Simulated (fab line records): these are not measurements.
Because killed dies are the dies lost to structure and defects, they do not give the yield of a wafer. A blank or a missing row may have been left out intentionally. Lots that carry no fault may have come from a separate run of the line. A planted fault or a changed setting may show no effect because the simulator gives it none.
Chamber matching -- flow n5Finfet -- 4 sister chambers for N5_HKMG_FIN_ALD_79 on aldMetal-03
The step deposits TiN, target thk 1.5 nm, pulse time 1 s, purge time 3 s. 14 wafers are shown with their chamber, then 7 later ones without.

WAFERS WITH THEIR CHAMBER
wafer,chamber,heaterPowerW (W),precursorPulseHeightRel
L661.2,1,1037,1.001
L661.5,1,1049,0.986
L661.6,2,729,1.004
L663.2,1,1060,1.034
L663.5,3,810,1.018
L663.6,0,863,1.031
L665.1,2,731,1.003
L665.2,1,1064,1.016
L665.4,3,814,1.002
L668.2,3,823,1.000
L668.4,1,1036,0.988
L668.6,3,831,0.996
L673.3,3,824,1.000
L673.4,0,860,1.005

SIGNATURES (averages over the wafers above)
reading,chamber 0,chamber 1,chamber 2,chamber 3,scatter within a chamber
heaterPowerW,861.50,1049.20,730.00,820.40,9.73
precursorPulseHeightRel,1.01800,1.00500,1.00350,1.00320,0.015
Rule: distance of a wafer from a chamber = root of the sum over the readings of ((wafer's reading minus chamber's mean) / reading's scatter) squared. The wafer belongs to the nearest chamber; if the next one is less than 2 further off, it can't be placed. The scatter is the square root of a quotient: the sum, over the shown wafers, of each reading's squared deviation from its chamber's mean, divided by wafers minus chambers.

WAFERS WHOSE CHAMBER IS MISSING
wafer,heaterPowerW (W),precursorPulseHeightRel
L673.6,873,0.969
L680.1,795,1.022
L680.4,825,0.998
L680.6,717,0.965
L683.1,717,1.016
L683.2,1018,0.990
L683.6,884,1.009

WHICH CHAMBER EACH WENT THROUGH
wafer,from the rows above,in truth
L673.6,0,0
L680.1,3,3
L680.4,3,3
L680.6,2,2
L683.1,2,2
L683.2,1,1
L683.6,0,0
Placed correctly: 7 of 7. Number that these rows cannot place: 0. Wrongly placed: 0.
